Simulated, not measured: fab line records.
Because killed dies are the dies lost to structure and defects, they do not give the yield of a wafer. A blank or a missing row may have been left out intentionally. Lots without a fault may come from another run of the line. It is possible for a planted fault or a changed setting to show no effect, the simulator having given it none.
Chamber matching + flow nand-harc + NHARC_A_SGD_CUT_CMP_21 on cmp-04 has 4 sister chambers
The step polishes, target thk 148.19 nm. 4 wafers are shown with their chamber, then 12 later ones without.

WAFERS, EACH WITH ITS CHAMBER
| wafer  | chamber | motor-current-A (A) |
|--------|---------|---------------------|
| L088.4 | 2       | 11.7                |
| L089.3 | 3       | 12.4                |
| L089.4 | 0       | 11.9                |
| L089.5 | 1       | 12.0                |

WAFERS WITH NO CHAMBER GIVEN
| wafer  | motor-current-A (A) |
|--------|---------------------|
| L092.1 | 13.1                |
| L092.4 | 11.5                |
| L092.5 | 11.8                |
| L093.2 | 12.0                |
| L093.4 | 12.8                |
| L093.6 | 11.9                |
| L097.1 | 11.7                |
| L097.4 | 11.7                |
| L097.5 | 11.0                |
| L097.2 | 11.3                |
| L097.3 | 13.1                |
| L097.6 | 11.2                |

THE CHAMBER EACH PASSED THROUGH
| wafer  | from the rows above               | in truth |
|--------|-----------------------------------|----------|
| L092.1 | can't be placed: 3 or 1 or 0 or 2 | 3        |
| L092.4 | can't be placed: 2 or 0 or 1 or 3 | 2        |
| L092.5 | can't be placed: 0 or 2 or 1 or 3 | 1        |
| L093.2 | can't be placed: 1 or 0 or 2 or 3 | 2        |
| L093.4 | can't be placed: 3 or 1 or 0 or 2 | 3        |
| L093.6 | can't be placed: 0 or 1 or 2 or 3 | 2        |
| L097.1 | can't be placed: 2 or 0 or 1 or 3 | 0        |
| L097.4 | can't be placed: 2 or 0 or 1 or 3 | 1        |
| L097.5 | can't be placed: 2 or 0 or 1 or 3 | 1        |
| L097.2 | can't be placed: 2 or 0 or 1 or 3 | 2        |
| L097.3 | can't be placed: 3 or 1 or 0 or 2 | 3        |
| L097.6 | can't be placed: 2 or 0 or 1 or 3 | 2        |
0 of 12 placed correctly. Unplaceable from these rows: 12, with the true chamber sitting among the candidates in 12. 0 placed wrongly.
How it was worked out, from the rows above alone: a wafer's distance from a chamber is the root of the sum, over the readings, of the square of ((its reading less the chamber's mean) divided by the reading's scatter). The wafer belongs to the nearest chamber; if the next one is less than 2 further off, it can't be placed. For every chamber, the mean is computed from those of its wafers that are shown. The scatter: with one shown wafer a chamber, the root of the mean of the squares of how far each hidden wafer lies from its nearest shown one.
